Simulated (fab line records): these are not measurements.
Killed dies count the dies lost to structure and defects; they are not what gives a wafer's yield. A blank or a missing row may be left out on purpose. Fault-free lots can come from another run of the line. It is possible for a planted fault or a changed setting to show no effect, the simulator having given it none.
fab line records	flow n5_finfet
record lots=9	wafers=24	last_day=18
route steps=1938 shown BEOL_M4@1024 PASSIVATION@1936
lots that met no fault: from a run of the same line without faults
start_h: start of the lot's first displayed wafer, in hours after the record's first day	wait_h: hours elapsed since this lot's preceding step	" same as the row above	L1.1+2: one row covering several wafers at once	- no value, or no start given	* or withheld: withheld	< > ~ a bound
route shown NAME@n: names a module that has steps shown in the file, with the first one's number in the route	usual: the fault-free wafers' mean and standard deviation	same: alike in all rows	chamber/n: place in a boat	sites: per-site readings	_std_site: standard deviation of those values	_edge_site: the outer-site mean with the inner-site mean subtracted	radius_mm: for every site, how far away it sits from the centre of the wafer	mask NAME#n: copy n	behind: the last tool/chamber to shape the wafer	hold: reason for holding the lot/hours on hold/outcome of the hold	device: the transistor (n, p or np) that didn't switch	end of line: tests run on the same wafers once the route is complete	where a step has no rows: the recipe by itself	killed: dies that structure and defects cost at the first sort, which is not the same as the wafer's yield	map: dies across one wafer; x = killed, . = not, _ = none there
set.NAME: the setting the step ran with; set.NAME@STEP: the setting that earlier step ran with	model.NAME: the simulator's own value behind a step, which no gauge read
one table for each step of the route and one row for each wafer, over a sample of lots
services: when a tool's chamber went out of use (start_h, in hours from the record's first day, below 0 if earlier), for how many hours, and the reason
## steps
# step N5_BEOL_M4_HM_DEP_02
# recipe material=TiN	target_thk_a=200	temp_c=25	chamber_pressure_pa=0.49996
# usual throttle_valve_pct=30.5/1.1
lot.wafer	tool	chamber	start_h	wait_h	throttle_valve_pct
L360.2	pvd_sputter-02	-	153.75	0.1	30.3
L360.3	"	-	"	"	30.0
L360.4	"	-	"	"	31.9
L363.2	pvd_sputter-01	-	171.04	0.9	31.9
L363.4	"	-	"	"	31.1
L363.5	"	-	"	"	28.6
L364.2	pvd_sputter-03	-	191.34	3.9	29.6
L364.5	"	-	"	"	29.6
L364.6	"	-	"	"	30.8
L365.2	pvd_sputter-03	-	192.96	0.8	30.9
L365.4	"	-	"	"	29.1
L365.6	"	-	"	"	31.1
L367.3	pvd_sputter-01	-	201.66	1.1	31.1
L367.5	"	-	"	"	29.2
L367.6	"	-	"	"	31.7
L369.1	pvd_sputter-02	-	222.02	1.7	32.0
L369.3	"	-	"	"	30.2
L369.4	"	-	"	"	30.5
L371.4	pvd_sputter-02	-	228.61	1.7	31.8
L371.6	"	-	"	"	31.9
L378.5	pvd_sputter-02	-	262.91	1.3	32.0
L378.6	"	-	"	"	30.1
L383.1	pvd_sputter-01	-	309.18	0.4	31.8
L383.4	"	-	"	"	31.2
# step N5_BEOL_M4_OVL_MEAS_29
# recipe points_per_wafer=522
# usual V3_OVL=-0.2/0.65
lot.wafer	tool	chamber	start_h	wait_h	V3_OVL[nm]
L360.2	overlay-01	0	155.13	0.0	-0.1
L360.3	"	0	"	"	0.4
L360.4	"	0	"	"	0.6
L363.2	overlay-02	0	172.48	0.0	0.2
L363.4	"	0	"	"	-0.1
L363.5	"	0	"	"	-0.3
L364.2	overlay-01	0	193.34	0.0	-0.7
L364.5	"	0	"	"	-1.4
L364.6	"	0	"	"	-0.1
L365.2	overlay-01	0	194.91	0.0	-1.2
L365.4	"	0	"	"	-0.9
L365.6	"	0	"	"	-0.5
L367.3	overlay-01	0	203.23	0.0	0.5
L367.5	"	0	"	"	-0.2
L367.6	"	0	"	"	0.5
L369.1	overlay-01	0	223.59	0.0	0.2
L369.3	"	0	"	"	0.6
L369.4	"	0	"	"	0.8
L371.4	overlay-02	0	230.06	0.0	-1.2
L371.6	"	0	"	"	-1.2
L378.5	overlay-02	0	264.59	0.0	0.1
L378.6	"	0	"	"	0.5
L383.1	overlay-01	0	311.08	0.0	0.4
L383.4	"	0	"	"	0.1
# step N5_BEOL_M4_DESCUM_33
# recipe chemistry=O2	time_s=7	source_power_w=50	bias_power_w=20	pressure_mtorr=20	rf_frequency_hz=2.712e+07	temp_c=40	resist=CAR-EUV	o2_flow_sccm=225
# usual chamber_pressure_mTorr=19.999/0.018	drypump_motor_current_A=5.5/0.48	oes_product_au=0.82/0.093	rf_vpp_V=243.1/1.4	showerhead_plenum_p_Torr=2.09/0.073	temp_c=40.00/0.12	throttle_valve_pct=20.39/0.28
lot.wafer	tool	chamber	start_h	wait_h	chamber_pressure_mTorr	drypump_motor_current_A	oes_product_au	rf_hours_counter_h	rf_vpp_V	showerhead_plenum_p_Torr	temp_c	throttle_valve_pct
L360.2	rie_diel-03	3	155.22	0.0	20.029	5.1	0.76	136	244.1	2.16	39.82	20.27
L360.3	"	1	"	"	20.035	5.3	0.85	62	242.0	2.06	40.30	20.27
L360.4	"	0	"	"	20.039	6.1	0.90	25	242.3	2.06	39.96	20.71
L363.2	rie_diel-04	2	172.56	0.0	20.004	5.0	0.97	5	243.3	2.07	40.11	20.30
L363.4	"	2	"	"	19.988	5.1	0.98	-	242.3	2.07	40.00	20.30
L363.5	"	1	"	"	19.985	6.0	0.73	-	243.3	2.16	39.93	20.84
L364.2	rie_diel-03	1	193.76	0.4	20.011	5.3	0.81	81	241.0	2.05	39.92	20.30
L364.5	"	3	"	"	19.984	5.1	0.73	-	244.0	2.16	39.97	20.29
L364.6	"	2	"	"	19.984	5.8	0.69	-	244.5	2.08	40.30	20.52
L365.2	rie_diel-04	2	195.00	0.0	19.975	5.0	0.93	14	242.5	2.06	40.06	20.31
L365.4	"	1	"	"	20.020	6.0	0.73	-	244.4	2.16	39.94	20.85
L365.6	"	1	"	"	20.024	6.0	0.73	-	246.0	2.16	39.86	20.84
L367.3	rie_diel-03	2	203.31	0.0	19.977	5.9	0.69	232	241.9	2.08	39.85	20.53
L367.5	"	2	"	"	19.993	5.9	0.69	-	243.3	2.08	39.84	20.52
L367.6	"	3	"	"	19.978	5.1	0.73	-	244.0	2.16	39.97	20.30
L369.1	rie_diel-04	2	223.69	0.0	20.000	5.0	0.90	27	242.3	2.06	39.91	20.34
L369.3	"	0	"	"	20.008	4.9	0.95	6	243.6	2.04	40.13	20.17
L369.4	"	1	"	"	19.988	6.0	0.72	217	245.0	2.16	39.90	20.86
L371.4	rie_diel-02	3	230.16	0.1	20.001	5.3	0.88	49	244.6	2.22	39.89	20.32
L371.6	"	2	"	"	19.983	5.1	0.83	-	242.9	2.04	39.75	20.34
L378.5	rie_diel-04	2	264.68	0.0	19.979	5.1	0.87	-	243.6	2.05	39.98	20.36
L378.6	"	3	"	"	19.968	6.2	0.86	-	242.5	2.05	39.89	20.14
L383.1	rie_diel-02	1	311.38	0.2	19.986	6.4	0.88	47	244.5	2.04	39.91	19.88
L383.4	"	0	"	"	19.988	5.1	0.92	6	245.7	2.22	40.15	20.40
# step N5_BEOL_M4_TRENCH_ETCH_37
# recipe chemistry=C4F6/O2	target_depth_a=555.55	target=SiOC	time_s=29.2	ion_energy_ev=250	pressure_mtorr=30	source_w=355	bias_w=185	Ar_flow_sccm=300	C4F6_flow_sccm=10	O2_flow_sccm=10
# usual C4F6_flow_sccm=9.997/0.03	chamber_pressure_mTorr=29.996/0.027	drypump_motor_current_A=5.5/0.5	oes_product_au=0.82/0.092	rf_vpp_V=673/12	showerhead_plenum_p_Torr=2.82/0.093	throttle_valve_pct=20.8/0.34
lot.wafer	tool	chamber	start_h	wait_h	C4F6_flow_sccm	chamber_pressure_mTorr	drypump_motor_current_A	oes_product_au	rf_hours_counter_h	rf_vpp_V	showerhead_plenum_p_Torr	throttle_valve_pct
L360.2	rie_diel-02	0	-	-	9.965	29.987	5.1	0.71	212	665	2.72	21.4
L360.3	"	3	"	"	10.007	30.019	5.3	0.93	24	683	3.02	20.7
L360.4	"	2	"	"	9.983	29.994	5.1	0.84	54	657	2.77	20.7
L363.2	rie_diel-04	1	-	-	10.013	29.981	6.0	0.73	195	683	2.95	21.3
L363.4	"	0	"	"	10.051	29.985	5.0	0.68	-	676	2.78	21.0
L363.5	"	2	"	"	10.010	29.984	5.1	0.97	-	665	2.79	20.6
L364.2	rie_diel-03	0	-	-	10.008	30.006	6.1	0.89	28	684	2.79	21.1
L364.5	"	2	"	"	10.005	29.952	5.9	0.70	-	697	2.80	20.8
L364.6	"	1	"	"	10.066	30.008	5.3	0.81	-	685	2.76	20.5
L365.2	rie_diel-02	0	-	-	9.980	30.039	5.1	0.71	225	663	2.71	21.4
L365.4	"	1	"	"	9.975	29.993	6.4	0.97	5	664	2.79	20.2
L365.6	"	2	"	"	10.007	29.966	5.2	0.84	-	658	2.76	20.7
L367.3	rie_diel-03	0	-	-	9.958	30.010	6.1	0.89	32	686	2.78	21.1
L367.5	"	1	"	"	9.931	29.996	5.3	0.81	-	683	2.76	20.5
L367.6	"	2	"	"	10.009	30.007	5.9	0.70	-	698	2.80	20.8
L369.1	rie_diel-04	1	-	-	9.988	29.972	6.0	0.72	218	685	2.94	21.3
L369.3	"	0	"	"	9.988	30.009	5.0	0.95	6	676	2.78	20.6
L369.4	"	2	"	"	9.983	30.013	5.1	0.90	28	664	2.78	20.6
L371.4	rie_diel-02	0	-	-	9.999	29.939	5.1	0.69	240	663	2.70	21.4
L371.6	"	1	"	"	10.045	29.944	6.4	0.93	-	665	2.78	20.2
L378.5	rie_diel-04	3	-	-	10.003	29.979	6.2	0.86	-	667	2.77	20.5
L378.6	"	1	"	"	10.024	29.977	6.0	0.70	-	683	2.93	21.3
L383.1	rie_diel-03	0	-	-	10.015	30.027	6.1	0.83	75	683	2.77	21.1
L383.4	"	1	"	"	9.979	30.005	5.3	0.78	124	685	2.74	20.6
# step N5_BEOL_M4_OCD_MEAS_38
# usual trench_depth_nm=55.6/1
lot.wafer	tool	chamber	start_h	wait_h	trench_depth_nm
L360.2	ocd-02	-	166.17	-	55.2
L360.3	"	-	"	"	56.6
L360.4	"	-	"	"	55.8
L363.2	ocd-02	-	174.17	-	54.7
L363.4	"	-	"	"	55.1
L363.5	"	-	"	"	58.0
L364.2	ocd-01	-	195.88	-	56.2
L364.5	"	-	"	"	54.6
L364.6	"	-	"	"	53.8
L365.2	ocd-01	-	197.83	-	55.1
L365.4	"	-	"	"	56.7
L365.6	"	-	"	"	56.8
L367.3	ocd-02	-	204.72	-	56.5
L367.5	"	-	"	"	54.8
L367.6	"	-	"	"	55.4
L369.1	ocd-02	-	225.90	-	55.2
L369.3	"	-	"	"	57.6
L369.4	"	-	"	"	56.6
L371.4	ocd-02	-	235.94	-	54.6
L371.6	"	-	"	"	56.6
L378.5	ocd-01	-	267.32	-	41.6
L378.6	"	-	"	"	54.6
L383.1	ocd-02	-	316.94	-	55.9
L383.4	"	-	"	"	54.7
# step N5_BEOL_M4_RC_MEAS_101
# usual CHAIN_V3_max_site=243/11	DIBL_N=35.8/1.5	DIBL_P=35.9/1.8	IOFF_N=0.152/0.025	IOFF_P=0.21/0.031	ION_N=672/11	ION_P=462/7.4	SERP_M4_max_site=212/18	SS_N=71.5/0.52	SS_P=73.2/0.54	VT_N=250/3	VT_P=-250/3.3
lot.wafer	tool	chamber	start_h	wait_h	CHAIN_V3_max_site[ohm/link]	DIBL_N[mV/V]	DIBL_P[mV/V]	IOFF_N[nA/um]	IOFF_P[nA/um]	ION_N[uA/um]	ION_P[uA/um]	SERP_M4_max_site[ohm/um]	SS_N[mV/dec]	SS_P[mV/dec]	VT_N[mV]	VT_P[mV]
L360.2	prober-02	0	172.02	0.2	254	37.7	37.6	0.168	0.25	681	470	237	71.9	73.4	250	-247
L360.3	"	0	"	"	229	35.8	35.2	0.146	0.20	669	463	187	71.5	73.2	250	-248
L360.4	"	0	"	"	240	35.6	36.1	0.145	0.22	672	472	219	71.4	72.5	251	-248
L363.2	prober-01	0	178.69	0.2	238	34.4	31.2	0.096	0.13	655	449	207	70.5	72.3	261	-260
L363.4	"	0	"	"	256	37.0	34.5	0.137	0.18	672	458	228	71.1	73.2	253	-254
L363.5	"	0	"	"	237	36.8	34.3	0.137	0.18	669	458	200	71.2	73.1	251	-255
L364.2	prober-01	0	199.76	0.2	245	33.9	34.8	0.122	0.16	670	457	214	70.9	72.9	250	-254
L364.5	"	0	"	"	249	34.9	35.9	0.143	0.17	674	452	213	70.7	73.0	251	-252
L364.6	"	0	"	"	254	34.1	35.4	0.125	0.16	665	459	227	71.5	72.6	251	-256
L365.2	prober-02	0	202.37	0.2	241	36.1	34.1	0.143	0.20	678	465	222	71.3	73.3	251	-249
L365.4	"	0	"	"	245	36.7	34.2	0.153	0.20	659	449	201	71.6	73.1	249	-247
L365.6	"	0	"	"	245	36.1	35.3	0.155	0.22	664	461	208	70.4	73.9	248	-247
L367.3	prober-02	0	209.16	0.3	251	37.0	36.6	0.143	0.19	670	459	217	71.6	73.8	252	-255
L367.5	"	0	"	"	264	37.5	37.7	0.146	0.19	665	453	242	71.9	74.1	254	-255
L367.6	"	0	"	"	263	35.0	33.7	0.112	0.14	661	450	250	71.4	72.9	256	-259
L369.1	prober-01	0	230.98	0.0	242	35.9	35.9	0.158	0.21	673	464	214	71.3	72.6	248	-245
L369.3	"	0	"	"	255	36.2	36.9	0.169	0.23	684	469	230	71.0	73.7	248	-248
L369.4	"	0	"	"	251	35.8	36.0	0.161	0.21	685	466	220	70.9	73.8	248	-251
L371.4	prober-02	0	240.38	0.5	237	36.5	35.2	0.167	0.21	681	466	228	72.1	72.9	251	-246
L371.6	"	0	"	"	224	35.9	34.6	0.151	0.20	670	462	191	70.9	73.4	250	-248
L378.5	prober-02	0	272.06	0.6	~571	34.3	37.2	0.175	0.24	694	471	~5.4054e+05	71.1	72.5	245	-250
L378.6	"	0	"	"	243	34.1	36.0	0.154	0.21	675	460	231	71.2	72.7	250	-248
L383.1	prober-02	0	321.00	0.0	240	35.6	35.7	0.151	0.21	666	465	200	71.9	73.4	251	-251
L383.4	"	0	"	"	246	35.0	34.9	0.137	0.19	675	472	232	71.3	72.8	256	-253
# step N5_PASSIVATION_PROBE_49
# usual defect_limited_yield=91.7/1.7	killed_at_M0_to_M3=34/10	killed_at_M4_up=13/5.1	killed_at_contacts=12/6.2	killed_at_front_end=36/12	killed_at_other=3.2/2.6	killed_dies=98/20	killed_on_rim=13/4.5	killed_open=65/13	killed_short=32/8.4	sort_bin_5_function=4.8/1.1	sort_bin_6_memory=3.2/0.74	sort_n_pass=1082/20	sort_yield_pct=91.7/1.7
# same gross_dies=1180	killed_at_back_side=0	sort_bin_4_leakage[%]=0	sort_bin_8_speed[%]=0
lot.wafer	tool	chamber	start_h	wait_h	defect_limited_yield[%]	killed_at_M0_to_M3	killed_at_M4_up	killed_at_contacts	killed_at_front_end	killed_at_other	killed_dies	killed_on_rim	killed_open	killed_short	sort_bin_5_function[%]	sort_bin_6_memory[%]	sort_n_pass	sort_yield_pct[%]
L378.5	prober-02	-	376.69	0.2	72.9	47	194	17	58	4	320	91	89	46	22.5	4.3	860	72.9
L378.6	prober-02	-	376.74	0.3	88.9	65	9	6	45	6	131	17	89	40	7.3	3.5	1049	88.9
# killed by level:class
L378.5 BEOL_M4:area_open=185 FIN_SAQP:geometric_particle:open=17 BEOL_M0_SAQP:geometric_particle:open=15 FIN_SAQP:geometric_particle:short=11 MOL_CONTACT_COAG:geometric_particle:open=11 STI_FIN_REVEAL:geometric_particle:open=8 BEOL_M0_SAQP:geometric_particle:short=7 BEOL_M3:geometric_particle:open=7
L378.6 BEOL_M2:geometric_particle:open=15 BEOL_M0_SAQP:geometric_particle:short=12 BEOL_M3:geometric_particle:open=11 BEOL_M1:geometric_particle:open=10 GATE_CUT:geometric_particle:short=9 BEOL_M0_SAQP:geometric_particle:open=9 FIN_SAQP:geometric_particle:open=7 STI_FIN_REVEAL:geometric_particle:open=7
## services
tool	chamber	start_h	hours	kind
rie_diel-04	2	139.87	-	clean
rie_diel-04	2	139.87	-	consumable_replace:focus_ring
rie_diel-04	2	139.87	23.9	scheduled_down
rie_diel-04	2	139.87	23.9	vent_cycle
rie_diel-04	3	163.89	-	clean
rie_diel-04	3	163.89	-	consumable_replace:focus_ring
rie_diel-04	3	163.89	13.6	scheduled_down
rie_diel-04	3	163.89	13.6	vent_cycle
rie_diel-04	0	177.63	-	clean
rie_diel-04	0	177.63	-	consumable_replace:focus_ring
rie_diel-04	0	177.63	29.9	scheduled_down
rie_diel-04	0	177.63	29.9	vent_cycle
rie_diel-03	1	204.96	8.0	repair
rie_diel-03	0	222.41	3.9	repair
rie_diel-04	0	244.97	22.3	repair
rie_diel-03	2	251.38	-	clean
rie_diel-03	2	251.38	-	consumable_replace:focus_ring
pvd_sputter-01	-	260.51	3.0	repair
rie_diel-02	3	277.74	6.1	repair
rie_diel-04	1	305.74	-	clean
rie_diel-04	1	305.74	-	consumable_replace:focus_ring
rie_diel-04	1	305.74	17.1	scheduled_down
rie_diel-04	1	305.74	17.1	vent_cycle
rie_diel-02	-	307.01	4.3	pm
## key
first_sign step=N5_BEOL_M4_OCD_MEAS_38	reading=trench_depth_nm	direction=down	sigmas=13	usual=55.6	struck=41.6
effect step=N5_BEOL_M4_RC_MEAS_101	reading=SERP_M4_max_site	direction=up	sigmas=99+	usual=212	struck=~5.4054e+05
effect step=N5_BEOL_M4_RC_MEAS_101	reading=CHAIN_V3_max_site	direction=up	sigmas=30	usual=243	struck=~571
effect step=N5_PASSIVATION_PROBE_49	reading=killed_at_M4_up	direction=up	sigmas=35	usual=13	struck=194
more_kills_born_at N5_BEOL_M4_HM_OPEN_17@rie_metal-02=185
met_at N5_BEOL_M4_HM_DEP_02
struck_lots L378
struck_wafers L378.5
not_acting_at N5_BEOL_M4_OVL_MEAS_29,N5_BEOL_M4_DESCUM_33,N5_BEOL_M4_TRENCH_ETCH_37
onset_between 228.61 262.91
fault kind=process_parameter_drift	tool=pvd_sputter-02	chamber=-	onset_h=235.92	steps=N5_BEOL_M4_HM_DEP_02	channel=target_thk_a	offset=*	shape=step	end_h=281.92	scope=struck_wafers_only	acts_in=*	stated=*
